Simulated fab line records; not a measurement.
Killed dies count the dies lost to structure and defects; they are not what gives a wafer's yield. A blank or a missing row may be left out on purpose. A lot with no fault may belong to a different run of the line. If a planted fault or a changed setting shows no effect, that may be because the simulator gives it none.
Matching of chambers    flow n5_finfet    3 sister chambers for N5_BEOL_M8_PECVD_70 on pecvd-02
The step deposits SiO2 from TEOS/O2, target thk 20 nm, time 22.7 s. 3 wafers are shown with their chamber, then 11 later ones without.

== EACH WAFER AND ITS CHAMBER ==
wafer   chamber  throttle_valve_pct (%)
L082.1  2        21.6
L082.3  1        22.9
L082.4  0        21.7

== WAFERS MISSING THEIR CHAMBER ==
wafer   throttle_valve_pct (%)
L082.5  23.0
L082.6  21.8
L083.1  21.7
L083.2  22.6
L083.4  22.2
L092.1  21.6
L092.2  21.9
L092.5  22.0
L097.1  23.0
L097.4  22.8
L097.5  21.8

== THE CHAMBER EACH PASSED THROUGH ==
wafer   from the rows above           in truth
L082.5  1                             1
L082.6  can't be placed: 0 or 2       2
L083.1  can't be placed: 0 or 2       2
L083.2  1                             1
L083.4  can't be placed: 0 or 2 or 1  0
L092.1  can't be placed: 2 or 0       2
L092.2  can't be placed: 0 or 2       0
L092.5  can't be placed: 0 or 2       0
L097.1  1                             1
L097.4  1                             1
L097.5  can't be placed: 0 or 2       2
4 of 11 placed correctly. Unplaceable from these rows: 7, with the true chamber sitting among the candidates in 7. Wrongly placed: 0.
How it was worked out, from the rows above alone: a wafer's distance from a chamber is the root of the sum, over the readings, of the square of ((its reading less the chamber's mean) divided by the reading's scatter). If the next closest chamber is less than 2 further off than the closest, the wafer can't be placed; otherwise it belongs to the closest. Each chamber's mean is taken over the wafers shown for it. The scatter: with one shown wafer a chamber, the root of the mean of the squares of how far each hidden wafer lies from its nearest shown one.
